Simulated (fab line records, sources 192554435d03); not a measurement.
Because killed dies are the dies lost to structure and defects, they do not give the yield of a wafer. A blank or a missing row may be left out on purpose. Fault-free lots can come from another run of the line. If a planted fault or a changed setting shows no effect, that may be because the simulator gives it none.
Lot-split experiment + flow n5 finfet + 7 lots, 39 wafers read, on a route of 1938 steps

SPLIT DETAILS
At N5_WELL_APT_EXPOSE_22 (exposes mask PWELL, defocus 0 nm, target cd 200 nm), the setting dose mj was moved away from the recipe's 23.2 on 18 of the 39 wafers read, by -7.8% to +7.2%. For the rest of the wafers, this setting stayed at what the recipe calls for.

FROM THE SPLIT TO THE READING: what the file shows between them, 3 steps
- N5_WELL_APT_PEB_23: peb time 90 s
- N5_WELL_APT_DEVELOP_24: develop time 45 s
- N5_WELL_APT_HARDBAKE_29: time 120 s

THE READING
cd nm (nm) at N5_WELL_APT_CD_MEAS_25, where the cd target is 200 nm. Fault-free wafers of this fab line usually give 201.6 nm, standard deviation 2.9 nm.

| wafer  | tool, chamber at the split | dose mj as run | against the recipe | cd nm, nm | against lot-mates on the recipe |
|--------|----------------------------|----------------|--------------------|-----------|---------------------------------|
| L074.2 | krf scanner-02, 0          | 23.2           | recipe             | 199.1     | -                               |
| L074.5 | krf scanner-02, 0          | 23.2           | recipe             | 200.5     | -                               |
| L074.6 | krf scanner-02, 0          | 23.2           | recipe             | 202.1     | -                               |
| L077.1 | krf scanner-01, 0          | 23.2           | recipe             | 198.6     | -                               |
| L077.2 | krf scanner-01, 0          | 21.4           | -7.8%              | 184.6     | -13.7                           |
| L077.3 | krf scanner-01, 0          | 23.2           | recipe             | 194.9     | -                               |
| L077.4 | krf scanner-01, 0          | 21.4           | -7.8%              | 186.5     | -11.8                           |
| L077.5 | krf scanner-01, 0          | 21.4           | -7.8%              | 187.5     | -10.8                           |
| L077.6 | krf scanner-01, 0          | 23.2           | recipe             | 201.4     | -                               |
| L083.1 | krf scanner-01, 0          | 22.38          | -3.5%              | 197.9     | -3.8                            |
| L083.2 | krf scanner-01, 0          | 22.38          | -3.5%              | 195.9     | -5.8                            |
| L083.3 | krf scanner-01, 0          | 23.2           | recipe             | 201.9     | -                               |
| L083.4 | krf scanner-01, 0          | 22.38          | -3.5%              | 195.2     | -6.5                            |
| L083.5 | krf scanner-01, 0          | 23.2           | recipe             | 201.3     | -                               |
| L083.6 | krf scanner-01, 0          | 23.2           | recipe             | 202.0     | -                               |
| L085.1 | krf scanner-01, 0          | 24.87          | +7.2%              | 213.7     | +14.6                           |
| L085.2 | krf scanner-01, 0          | 23.2           | recipe             | 198.4     | -                               |
| L085.3 | krf scanner-01, 0          | 24.87          | +7.2%              | 210.7     | +11.6                           |
| L085.4 | krf scanner-01, 0          | 23.2           | recipe             | 196.2     | -                               |
| L085.5 | krf scanner-01, 0          | 24.87          | +7.2%              | 213.1     | +14.0                           |
| L085.6 | krf scanner-01, 0          | 23.2           | recipe             | 202.8     | -                               |
| L087.1 | krf scanner-01, 0          | 23.2           | recipe             | 199.9     | -                               |
| L087.2 | krf scanner-01, 0          | 23.2           | recipe             | 199.3     | -                               |
| L087.3 | krf scanner-01, 0          | 22.33          | -3.8%              | 192.8     | -7.4                            |
| L087.4 | krf scanner-01, 0          | 22.33          | -3.8%              | 194.2     | -6.0                            |
| L087.5 | krf scanner-01, 0          | 23.2           | recipe             | 201.5     | -                               |
| L087.6 | krf scanner-01, 0          | 22.33          | -3.8%              | 192.7     | -7.5                            |
| L090.1 | krf scanner-01, 0          | 23.2           | recipe             | 198.5     | -                               |
| L090.2 | krf scanner-01, 0          | 23.2           | recipe             | 196.9     | -                               |
| L090.3 | krf scanner-01, 0          | 24.15          | +4.1%              | 206.8     | +8.6                            |
| L090.4 | krf scanner-01, 0          | 24.15          | +4.1%              | 207.1     | +8.9                            |
| L090.5 | krf scanner-01, 0          | 24.15          | +4.1%              | 207.2     | +9.0                            |
| L090.6 | krf scanner-01, 0          | 23.2           | recipe             | 199.3     | -                               |
| L094.1 | krf scanner-02, 0          | 24.45          | +5.4%              | 212.5     | +8.3                            |
| L094.2 | krf scanner-02, 0          | 23.2           | recipe             | 206.3     | -                               |
| L094.3 | krf scanner-02, 0          | 23.2           | recipe             | 204.6     | -                               |
| L094.4 | krf scanner-02, 0          | 23.2           | recipe             | 201.8     | -                               |
| L094.5 | krf scanner-02, 0          | 24.45          | +5.4%              | 214.1     | +9.9                            |
| L094.6 | krf scanner-02, 0          | 24.45          | +5.4%              | 213.0     | +8.8                            |

THE FIT
A straight line over all 39 wafers: cd nm changes by +1.81 nm for each +1% of dose mj; r = +0.95; the points scatter about the line by 2.4 nm.
The same after taking each lot's own level away (the mean of its wafers on the recipe; 39 wafers): +1.73 nm for each +1%; r = +0.97; scatter 1.6 nm.
Per that fit: largest dose mj move, reading shift of 13 nm.
Measured against the standard deviation above, the lots' own levels, which go from 198.23 to 204.23 nm, span 2.1 times it.
Consequently the slope shifts little with the lot-to-lot level, the two slopes agreeing.
Check: for one of the wafers moved furthest among these (-7.8%), held out of the fit, the line's prediction against its lot-mates is -13.1 nm. It came out at -13.7 nm against them.

THE WHOLE CHAIN: every reading that the file lists as answering this split, in the file's order
| step                   | what it does             | reading                                                         | change (the file's fit)              | r (the file's) |
|------------------------|--------------------------|-----------------------------------------------------------------|--------------------------------------|----------------|
| N5_WELL_APT_CD_MEAS_25 | target cd 200 nm         | cd nm                                                           | +1.73 nm for each +1% of the setting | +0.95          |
| N5_WELL_APT_DESCUM_30  | chemistry O2, time 7.9 s | WELL_APT.cd nm (the simulator's own value, which no gauge read) | +1.75 nm for each +1% of the setting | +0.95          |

FILE'S OWN FIT
cd nm changes by +1.73 nm for each +1% of dose mj, r = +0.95.
